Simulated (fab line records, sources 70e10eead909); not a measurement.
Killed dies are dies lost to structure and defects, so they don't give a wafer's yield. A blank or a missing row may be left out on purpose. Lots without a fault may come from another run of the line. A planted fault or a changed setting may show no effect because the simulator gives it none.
A struck lot beside a sound one | flow nand_harc | 15 steps out of a route of 1159
Sound: wafers L229.2, L229.4, L229.5. Struck: wafer L236.6. (L236.1, L236.2 of the same lot were not struck and are left out.) The cause comes at the end.
At each step with rows: each side's tool, then ch and its chambers, then its first start. Under that, the readings that differ: sound wafers | struck wafers | difference of the means | sigmas: that difference in standard deviations of wafers without a fault.
alike: readings whose means differ by less than 2 such deviations, and words and numbers that are the same on both sides. not compared: withheld readings, readings that some wafer has no value for, bounds like >300 that may hide the same value, and numbers for which the record gives no deviation and whose values overlap.
The two part at a step that has a row with sigmas, a row that says differs or no value, or rows on one side only. Numbers that don't overlap but have no deviation are shown without sigmas and don't part them. A reading that every wafer of one side lacks parts them only if that side has two wafers or more.

NHARC_A_CONTACT_ETCH_77: etches the open film in CF4/CHF3, target depth 72.6 nm, time 36.3 s.
  sound on rie_diel-13 ch 0,1,3; struck on rie_diel-05 ch 2
  reading                     | sound       | struck | difference | sigmas
  drypump_motor_current_A (A) | 5.1 5.7 5.6 | 6.6    | +1.1       | +2
  alike: oes_product_au, rf_vpp_V, run_length_s, showerhead_plenum_p_Torr, throttle_valve_pct
  not compared: rf_hours_counter_h
then, 2 steps without rows for these wafers: NHARC_A_CONTACT_ETCH_78 (etches the open film in O2/COS, target depth 2800 nm, time 728 s); NHARC_A_CONTACT_ETCH_124 (etches the open film in C4F8/O2/Ar, time 140 s, target depth 700 nm).
NHARC_A_CONTACT_ETCH_125: etches the open film in C4F8/O2/Ar, time 155 s, target depth 956 nm.
  sound on har_cap_etch-03 ch 0,1, day 17 04:32; struck on har_cap_etch-02 ch 1, day 20 03:08
  not compared: rf_hours_counter_h, run_length_s
then, 1 step without rows for these wafers: NHARC_A_CONTACT_ETCH_126 (etches the open film in C4F8/O2/Ar, time 155 s, target depth 956 nm).
NHARC_A_CONTACT_ETCH_127: etches the open film in C4F8/O2/Ar, time 155 s, target depth 956 nm.
  sound on har_cap_etch-03 ch 0,1, day 17 04:49; struck on har_cap_etch-02 ch 1, day 20 03:26
  not compared: rf_hours_counter_h, run_length_s
then, 4 steps without rows for these wafers: NHARC_A_CONTACT_ETCH_128 (etches the open film in C4F8/O2/Ar, time 155 s, target depth 956 nm); NHARC_A_CONTACT_ETCH_129 (etches the open film in C4F8/O2/Ar, time 155 s, target depth 956 nm); NHARC_A_CONTACT_ETCH_130 (etches the open film in C4F8/O2/Ar, time 155 s, target depth 956 nm); NHARC_A_CONTACT_ETCH_131 (etches the open film in C4F8/O2/Ar, time 155 s, target depth 956 nm).
NHARC_A_CONTACT_ETCH_132: etches the open film in C4F8/O2/Ar, time 156 s, target depth 958 nm.
  sound on har_cap_etch-03 ch 0,1, day 17 05:31; struck on har_cap_etch-02 ch 1, day 20 04:08
  not compared: rf_hours_counter_h, run_length_s
then, 1 step without rows for these wafers: NHARC_A_CONTACT_ETCH_133 (etches the open film in C4F8/O2/Ar, time 195 s, target depth 840 nm).
NHARC_A_CONTACT_ETCH_91: etches the open film in CH3F/O2, target depth 40 nm, time 85.7 s.
  sound on rie_diel-05 ch 0,1, day 17 06:13; struck on rie_diel-05 ch 1, day 20 04:50
  reading               | sound             | struck | difference | sigmas
  oes_product_au (a.u.) | 0.99 1.00 0.99    | 0.92   | -0.07      | -2
  run_length_s (s)      | 105.9 106.7 105.9 | 73.3   | -32.9      | -54
  alike: drypump_motor_current_A, rf_vpp_V, showerhead_plenum_p_Torr, throttle_valve_pct
  not compared: rf_hours_counter_h
NHARC_A_CONTACT_ETCH_97: etches the open film in C4F6/O2, target depth 20 nm, time 10 s.
  sound on rie_diel-05 ch 0,2; struck on rie_diel-05 ch 2
  reading               | sound             | struck | difference | sigmas
  oes_product_au (a.u.) | 0.998 1.011 1.008 | 0.950  | -0.056     | -2
  alike: drypump_motor_current_A, rf_vpp_V, run_length_s, showerhead_plenum_p_Torr, throttle_valve_pct
  not compared: rf_hours_counter_h
-- the record jumps here: 3 days lie between the struck wafers' starts before and after (it left off in module A_CONTACT and takes up again in module END, whose first step shown is number 1159 of the route) --
NHARC_END_SORT_01:
  sound on prober-01 ch 0, day 20 17:00; struck on prober-02 ch 0, day 23 00:44
  alike: killed_at_array, killed_at_other, killed_at_periphery, killed_dies, killed_open, killed_short

WHERE THEY PART
First at NHARC_A_CONTACT_ETCH_77; last, within this record, at NHARC_A_CONTACT_ETCH_97. Later steps at which nothing parts them and some readings are alike: NHARC_END_SORT_01.

WHY: what the simulator had put in
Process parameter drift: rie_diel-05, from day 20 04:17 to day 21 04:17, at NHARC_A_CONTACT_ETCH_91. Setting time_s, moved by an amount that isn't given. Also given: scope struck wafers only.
